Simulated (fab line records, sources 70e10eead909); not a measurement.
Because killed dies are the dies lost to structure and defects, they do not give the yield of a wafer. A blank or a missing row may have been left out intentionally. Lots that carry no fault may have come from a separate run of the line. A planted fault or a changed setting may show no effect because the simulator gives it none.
Matching of chambers | flow nand-harc | NHARC_A_CONTACT_ETCH_106 on rie-diel-03: 4 sister chambers
The step etches the open film in CF4/O2, target depth 90 nm, overetch 9 nm, time 49.5 s. 4 wafers are shown with their chamber, then 7 later ones without.

WAFERS WITH THEIR CHAMBER
wafer  | chamber | drypump-motor-current-A (A)
L591.4 | 0       | 5.4
L596.3 | 2       | 6.4
L602.1 | 1       | 5.6
L602.5 | 3       | 5.3

WAFERS WHOSE CHAMBER IS MISSING
wafer  | drypump-motor-current-A (A)
L602.6 | 5.4
L604.3 | 5.4
L604.5 | 5.6
L604.6 | 5.4
L610.3 | 6.3
L610.4 | 5.6
L610.5 | 6.3

THE CHAMBER EACH PASSED THROUGH
wafer  | from the rows above     | in truth
L602.6 | can't be placed: 0 or 3 | 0
L604.3 | can't be placed: 0 or 3 | 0
L604.5 | 1                       | 1
L604.6 | can't be placed: 0 or 3 | 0
L610.3 | 2                       | 2
L610.4 | 1                       | 1
L610.5 | 2                       | 2
Correctly placed: 4 of 7. Can't be placed from these rows: 3 (the true chamber is among the candidates in 3). 0 placed wrongly.
How it was worked out, from the rows above alone: a wafer's distance from a chamber is the root of the sum, over the readings, of the square of ((its reading less the chamber's mean) divided by the reading's scatter). If the next closest chamber is less than 2 further off than the closest, the wafer can't be placed; otherwise it belongs to the closest. A chamber's mean is the mean of its shown wafers. The scatter: root of mean squared gap, hidden wafer to nearest shown wafer, with one shown wafer a chamber.
